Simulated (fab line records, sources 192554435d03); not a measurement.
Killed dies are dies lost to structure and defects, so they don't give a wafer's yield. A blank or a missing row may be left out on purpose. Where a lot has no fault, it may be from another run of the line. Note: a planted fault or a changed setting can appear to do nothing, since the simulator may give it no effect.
A lot that was struck, set against a sound lot    flow n5Finfet    38 steps out of a route of 1938
Sound: the wafers L503.1, L503.4, L503.6. Struck: wafer L501.2; the same lot's L501.5 was not struck, so it is left out; see the end for the cause.
For every step that has rows: the tool of each side, followed by ch and its chambers, followed by its first start. Under that, the readings that differ: sound wafers    struck wafers    difference of the means    sigmas: that difference in standard deviations of wafers without a fault.
alike: readings with means less than 2 such deviations apart, plus words and numbers identical on both sides. not compared: withheld readings, readings lacking a value on some wafer, bounds such as >300 that could conceal the same value, and numbers that have no deviation in the record and whose values overlap.
Wherever a step has rows on one side only, a row that says differs or no value, or a row with sigmas, the two part there. Non-overlapping numbers with no deviation appear without sigmas and do not part them. Lack of a reading on every wafer of one side parts them only where that side has two or more wafers.

first, 9 steps without rows for these wafers: N5_PMOS_HMC_CHANNEL_EPI_SRD_25 (time 30 s); N5_PMOS_HMC_CHANNEL_EPI_EPI_26 (deposits Si from SiH4/H2, target thk 3.8 nm, time 22.7 s); N5_FIN_SAQP_PRECLEAN_42 (cleans in O3/DIW, time 60 s); N5_FIN_SAQP_PRECLEAN_00 (cleans in SC1, time 60 s); N5_FIN_SAQP_PRECLEAN_44 (cleans in SC2, time 45 s); N5_FIN_SAQP_SRD_01 (time 30 s); N5_FIN_SAQP_ALD_61 (deposits SiO2, target thk 4 nm, pulse time 1 s, purge time 2 s); N5_FIN_SAQP_DENSIFY_62 (time 60 s); N5_FIN_SAQP_HM_DEP_03 (deposits SiNx from SiH4/NH3/N2, target thk 38 nm, time 33.6 s).
N5_FIN_SAQP_PECVD_47: deposits a-Si from SiH4/He, target thk 45 nm, time 36.3 s.
  sound on pecvd-04 ch 0,1, day 6 03:22; struck on pecvd-03 ch 0, day 5 16:11
reading                                     sound              struck  difference  sigmas
chamberPressureTorr (Torr)                  2.994 2.994 2.998  3.019   +0.024      +4
runLengthS (s)                              73.0 72.6 72.8     78.7    +5.9        +9
model.a-Si_of_FIN_SAQP_PECVD_47.thkNm (nm)  44.64 45.79 45.21  51.69   +6.48       
  alike: heaterPowerW, rfFwdPowerW, showerheadPlenumPTorr, showerheadVppV, throttleValvePct
then, 25 steps without rows for these wafers: N5_FIN_SAQP_PECVD_48 (deposits SiNx from SiH4/NH3/N2, target thk 25 nm, time 22.1 s); N5_FIN_SAQP_PECVD_06 (deposits a-Si from SiH4/He, target thk 60 nm, time 48.1 s); N5_FIN_SAQP_HM_DEP_72 (deposits SiO2 from SiH4/N2O, target thk 12 nm, time 7.2 s); N5_FIN_SAQP_COAT_49 (time 60 s, resist thk 100 nm); N5_FIN_SAQP_COAT_50 (time 60 s, resist thk 35 nm); N5_FIN_SAQP_COAT_10 (resist thk 90 nm); N5_FIN_SAQP_EBR_12; N5_FIN_SAQP_SOFTBAKE_11 (time 60 s); N5_FIN_SAQP_EXPOSE_13 (exposes mask FIN CORE, target cd 35.6 nm); N5_FIN_SAQP_PEB_14 (peb time 60 s); N5_FIN_SAQP_DEVELOP_15 (develop time 30 s); N5_FIN_SAQP_DESCUM_21 (chemistry O2, time 7.9 s); N5_FIN_SAQP_ETCH_51 (etches SiARC in CF4, target depth 45.5 nm, time 75.8 s); N5_FIN_SAQP_ETCH_52 (etches SOC in N2/H2, target depth 100 nm, overetch 20 nm, time 150 s); N5_FIN_SAQP_STRIP_53 (strips in N2/H2); N5_FIN_SAQP_HM_OPEN_73 (chemistry CHF3/O2, target SiO2, stops on a-Si, target depth 12 nm, time 16.8 s); N5_FIN_SAQP_STRIP_74 (strips in CHF3/O2); N5_FIN_SAQP_MANDREL_ETCH_22 (etches a-Si in HBr/Cl2, stops on SiNx, target depth 60 nm, bt time 10 s, time 30 s); N5_FIN_SAQP_STRIP_55 (strips in N2/H2); N5_FIN_SAQP_STRIP_23 (strips in SPM, time 750 s); N5_FIN_SAQP_SRD_66 (time 30 s); N5_FIN_SAQP_RECESS_75 (chemistry HF/NH3, target SiO2, target depth 14.4 nm, afs cycles 3, sublimation time 60 s); N5_FIN_SAQP_SPACER1_ALD_24 (deposits SiO2, target thk 20.3 nm, pulse time 1 s, purge time 2 s); N5_FIN_SAQP_SPACER1_ETCHBACK_25 (etches SiO2 in CHF3/O2, target depth 24.4 nm, time 12.2 s); N5_FIN_SAQP_MANDREL1_REMOVE_56 (chemistry HBr/Cl2/O2, target a-Si, stops on SiNx, bt time 10 s).
N5_FIN_SAQP_MANDREL_ETCH_58: etches a-Si in HBr/Cl2, stops on SiNx, target depth 45 nm, bt time 10 s, time 27 s.
  sound on rieSi-05 ch 1,2,3, day 6 06:50; struck on rieSi-01 ch 2, day 5 19:28
reading                  sound              struck  difference  sigmas
oesProductAu (a.u.)      0.676 0.705 0.687  0.752   +0.063      +4
model.etch.depthNm (nm)  44.64 45.79 45.21  51.69   +6.48       
  alike: HBr_flow_sccm, drypumpMotorCurrentA, rfFwdPowerW, throttleValvePct
  not compared: rfHoursCounterH
-- record jumps: 6 days separate the struck wafers' starts on either side; left off in module FIN_SAQP, taken up again in module BEOL_M4, whose first shown step is the route's number 1111 --
N5_BEOL_M4_RC_MEAS_101:
  sound on prober-02 ch 0, day 11 19:54; struck on prober-01 ch 0, day 11 11:38
  alike: DIBL_N, DIBL_P, IOFF_N, IOFF_P, ION_N, ION_P, SS_N, SS_P, VT_N, VT_P
-- the record jumps here: 5 days lie between the struck wafers' starts before and after (it left off in module BEOL_M4 and takes up again in module PASSIVATION, whose first step shown is number 1936 of the route) --
N5_PASSIVATION_PROBE_49:
  sound: prober-01 at day 16 11:56; struck: prober-01 at day 16 04:39
reading     sound     struck  difference  sigmas
killedOpen  85 55 68  33      -36         -3
  alike: defectLimitedYield, killed_at_M0_to_M3, killed_at_M4_up, killedAtContacts, killedAtFrontEnd, killedAtOther, killedDies, killedOnRim, killedShort, sort_bin_4_leakage, sort_bin_5_function, sort_bin_6_memory, sortNPass, sortYieldPct

## WHERE THEY PART
At N5_FIN_SAQP_PECVD_47 first; at N5_PASSIVATION_PROBE_49 last (within this record only).

WHY: the cause the simulator had injected
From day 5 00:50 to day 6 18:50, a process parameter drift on pecvd-03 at N5_FIN_SAQP_PECVD_47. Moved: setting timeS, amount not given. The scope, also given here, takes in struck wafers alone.
